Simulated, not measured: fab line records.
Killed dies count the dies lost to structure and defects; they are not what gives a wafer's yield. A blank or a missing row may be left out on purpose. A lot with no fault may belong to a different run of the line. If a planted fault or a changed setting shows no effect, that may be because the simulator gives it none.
Which tool is to blame? ; flow nandHarc ; 11 lots with 33 wafers sampled at 5 steps, on a route of 1159 steps

== WHAT EACH GAUGE READ, for each wafer ==
NHARC_THIN_TSV_CD_MEAS_16. Usual: cdNm 999 nm, standard deviation 3.1.
lot;measured;on;cdNm (nm);flag
L100;day 18 09:41;cdSem-02;996 996 997;
L103;day 19 08:35;cdSem-03;996 994 996;
L107;day 20 21:25;cdSem-01;1001 1001;
L110;day 20 20:22;cdSem-03;1002 998;
L113;day 21 08:56;cdSem-02;996 1000 993;
L117;day 22 22:37;cdSem-02;1001 1006 1002;
L120;day 23 15:25;cdSem-02;1001 1001 1004;
L119;day 24 00:44;cdSem-03;998 1001 995;
L121;day 23 14:05;cdSem-03;1001 1005 1000;
L122;day 24 09:52;cdSem-02;997 1002 1001;
L123;day 24 08:49;cdSem-03;998 1000 1001;

NHARC_END_SORT_01. Usual: defectLimitedYield 95.7 %, standard deviation 1.2; killedAtArray 25, standard deviation 7.8; killedAtOther 0.6, standard deviation 0.81; killedAtPeriphery 3.3, standard deviation 2.2; killedDies 29, standard deviation 8.2; killedOpen 3.5, standard deviation 1.9; killedShort 1.8, standard deviation 1.3; sort_bin_2_pct 1.3 %, standard deviation 0.5; sort_bin_3_pct 0.23 %, standard deviation 0.21; sort_bin_4_pct 2.8 %, standard deviation 0.9; sortNPass 648, standard deviation 8.2; sortRimYieldPct 94.3 %, standard deviation 2.8; sortYieldPct 95.7 %, standard deviation 1.2.
lot;measured;on;defectLimitedYield (%);killedAtArray;killedAtOther;killedAtPeriphery;killedDies;killedOpen;killedShort;sort_bin_2_pct (%);sort_bin_3_pct (%);sort_bin_4_pct (%);sortNPass;sortRimYieldPct (%);sortYieldPct (%);flag
L107;day 21 11:04;prober-02;95.6 0.6 96.3;21 35 24;3 1 0;6 637 1;30 673 25;4 7 2;2 3 3;1.0 95.3 0.9;0.44 0 0.15;3.0 4.1 2.7;647 4 652;97.2 2.8 96.2;95.6 0.6 96.3;OFF
L110;day 21 11:03;prober-01;94.8 0.7 95.3;29 29 26;0 0 2;6 643 4;35 672 32;5 6 2;0 1 5;1.9 96.3 1.8;0.44 0.15 0.15;2.8 2.8 2.8;642 5 645;91.5 3.8 93.4;94.8 0.7 95.3;OFF
L113;day 21 22:44;prober-01;96.6 96.3 96.2;17 18 26;1 0 0;5 7 0;23 25 26;8 3 3;2 2 1;0.9 1.0 1.0;0.15 0.59 0.44;2.4 2.1 2.4;654 652 651;92.5 95.3 92.5;96.6 96.3 96.2;
L119;day 24 14:41;prober-01;96.8 94.7 96.2;21 31 20;0 1 0;1 4 6;22 36 26;1 9 7;1 6 2;1.5 0.7 0.7;0 0.30 0.59;1.8 4.3 2.5;655 641 651;93.4 91.5 90.6;96.8 94.7 96.2;
L122;day 24 22:31;prober-02;95.1 93.8 93.4;31 40 40;0 1 0;2 1 5;33 42 45;4 1 8;1 3 1;1.3 2.2 1.8;0.44 0.15 0.15;3.1 3.8 4.7;644 635 632;97.2 98.1 95.3;95.1 93.8 93.4;

== EACH LOT AND THE TOOL THAT RAN IT (in order: tool; ch and the chambers of the sampled wafers; start) ==
lot;NHARC_P_M2_PVD_21;NHARC_A_BONDPAD_STRIP_15;NHARC_A_BONDPAD_ETCH_24
L100;pvdSputter-03, day 5 20:26;rieDiel-09 ch 0,2,3, day 17 17:26;rieDiel-09 ch 1,3, day 18 09:41 or earlier
L103;pvdSputter-02, day 7 05:50;rieDiel-09 ch 0,2,3, day 18 13:50;rieDiel-09 ch 0,1,3, day 19 08:35 or earlier
L107;pvdSputter-02, day 8 00:12;rieDiel-09 ch 3, day 20 02:51;rieDiel-09 ch 2, day 20 21:25 or earlier
L110;pvdSputter-02, day 8 15:21;rieDiel-09 ch 0,2, day 20 03:56;rieDiel-09 ch 1, day 20 20:22 or earlier
L113;pvdSputter-03, day 9 07:46;rieDiel-09 ch 0,1, day 20 15:38;rieDiel-09 ch 0,1, day 21 08:56 or earlier
L117;pvdSputter-01, day 10 02:59;rieDiel-08 ch 2,3, day 22 06:40;rieDiel-08 ch 1,3, day 22 22:37 or earlier
L120;pvdSputter-01, day 11 09:18;rieDiel-09 ch 2,3, day 23 01:32;rieDiel-09 ch 0,1,3, day 23 15:25 or earlier
L119;pvdSputter-01, day 11 09:20;rieDiel-09 ch 0,2, day 23 09:10;rieDiel-09 ch 1,2, day 24 00:44 or earlier
L121;pvdSputter-02, day 11 11:18;rieDiel-07 ch 1,2,3, day 22 22:22;rieDiel-07 ch 0,1, day 23 14:05 or earlier
L122;pvdSputter-03, day 11 15:17;rieDiel-09 ch 0,1,3, day 23 16:48;rieDiel-09 ch 0,1, day 23 16:59
L123;pvdSputter-03, day 11 16:16;rieDiel-09 ch 0,1, day 23 17:41;rieDiel-09 ch 1,3, day 23 17:51
- NHARC_P_M2_PVD_21: deposits Cu, target thk 30 nm, time 20.49 s.
- NHARC_A_BONDPAD_STRIP_15: strips in O2.
- NHARC_A_BONDPAD_ETCH_24: etches the open film in CF4/N2, target depth 30 nm, time 72.99 s.

== AS READ BY THE TOOLS THEMSELVES (means over the sampled wafers that have a number; for cases with no such wafer, the mark the record gives instead) ==
NHARC_P_M2_PVD_21. Usual: throttleValvePct 30.1 %, standard deviation 0.83.
lot;tool;throttleValvePct (%);flag
L100;pvdSputter-03;31.5;
L103;pvdSputter-02;29.4;
L107;pvdSputter-02;29.3;
L110;pvdSputter-02;29.5;
L113;pvdSputter-03;30.4;
L117;pvdSputter-01;29.9;
L120;pvdSputter-01;29.7;
L119;pvdSputter-01;29.7;
L121;pvdSputter-02;30.3;
L122;pvdSputter-03;30.7;
L123;pvdSputter-03;30.7;

NHARC_A_BONDPAD_STRIP_15. Usual: drypumpMotorCurrentA 5.6 A, standard deviation 0.41; o2FlowSccm 500.0 sccm, standard deviation 1.6; oesProductAu 1.002 a.u., standard deviation 0.017; rfVppV 57.8 V, standard deviation 0.95; showerheadPlenumPTorr 3.56 Torr, standard deviation 0.17; throttleValvePct 17.036 %, standard deviation 0.0094.
lot;tool;drypumpMotorCurrentA (A);o2FlowSccm (sccm);oesProductAu (a.u.);rfVppV (V);showerheadPlenumPTorr (Torr);throttleValvePct (%);flag
L100;rieDiel-09;5.5;501.4;0.986;58.1;3.58;17.032;
L103;rieDiel-09;5.5;499.9;0.987;57.3;3.58;17.034;
L107;rieDiel-09;5.7;499.6;0.977;59.7;3.74;17.048;
L110;rieDiel-09;5.5;498.4;1.005;56.5;3.50;17.029;
L113;rieDiel-09;5.7;499.3;1.008;58.1;3.45;17.038;
L117;rieDiel-08;5.3;499.7;1.015;58.1;3.67;17.038;
L120;rieDiel-09;5.9;500.6;1.002;57.0;3.47;17.036;
L119;rieDiel-09;5.7;500.3;1.009;58.1;3.45;17.032;
L121;rieDiel-07;5.9;501.1;1.007;57.9;3.61;17.038;
L122;rieDiel-09;5.6;500.0;0.994;57.9;3.58;17.035;
L123;rieDiel-09;5.4;501.2;1.006;58.2;3.56;17.029;

NHARC_A_BONDPAD_ETCH_24. Usual: drypumpMotorCurrentA 5.7 A, standard deviation 0.4; oesProductAu 1.000 a.u., standard deviation 0.016; rfVppV 314.6 V, standard deviation 2.4; showerheadPlenumPTorr 2.65 Torr, standard deviation 0.13; throttleValvePct 19.794 %, standard deviation 0.0095.
lot;tool;drypumpMotorCurrentA (A);oesProductAu (a.u.);rfVppV (V);showerheadPlenumPTorr (Torr);throttleValvePct (%);flag
L100;rieDiel-09;5.8;0.994;316.2;2.69;19.799;
L103;rieDiel-09;5.6;0.999;314.3;2.67;19.798;
L107;rieDiel-09;6.0;1.001;311.4;2.48;19.793;
L110;rieDiel-09;6.1;1.026;312.4;2.48;19.790;
L113;rieDiel-09;5.4;1.007;314.7;2.65;19.782;
L117;rieDiel-08;5.6;0.996;315.7;2.73;19.794;
L120;rieDiel-09;5.6;1.006;314.2;2.67;19.794;
L119;rieDiel-09;6.0;1.005;312.0;2.48;19.792;
L121;rieDiel-07;5.5;1.009;316.7;2.69;19.794;
L122;rieDiel-09;5.4;1.003;314.6;2.65;19.793;
L123;rieDiel-09;5.9;1.011;313.8;2.58;19.782;

== THE ANSWER, worked out from the rows above alone ==
Rule: take the mean of a lot's wafers that have a number; if it is more than 3 standard deviations from the usual mean, the lot is off. Also off: a lot with no number at a reading for which 4 or more lots have one. The other lots that the step has rows for count as sound. Order of review: gauges by route order, followed by the tools' own readings, for which a lot's mean as printed above is used. The first step at which some lot is off is used, and at that step the reading that is off furthest; a lot without a number counts as furthest.
Off: L107, L110, at NHARC_END_SORT_01 (killedAtPeriphery). Neither off nor sound, because the step has no rows for them: L100, L103, L117, L120, L121, L123.
If a tool, at a process step before that reading, ran all the lots that are off and no sound lot after the first of them, it fits. Those tools and the gauges at NHARC_END_SORT_01 are tried in the same way. NHARC_A_BONDPAD_ETCH_24 gives no start for some lots, so the hours and the order of its lots are those of NHARC_THIN_TSV_CD_MEAS_16. One fits: pvdSputter-02 at NHARC_P_M2_PVD_21. It ran no sound lot before its first lot that is off in this sample, so the start can't be narrowed down.

== WHAT THE SIMULATOR HAD PUT IN ==
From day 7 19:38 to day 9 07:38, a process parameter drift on pvdSputter-02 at NHARC_P_M2_PVD_21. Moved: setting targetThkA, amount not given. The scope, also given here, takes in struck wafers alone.
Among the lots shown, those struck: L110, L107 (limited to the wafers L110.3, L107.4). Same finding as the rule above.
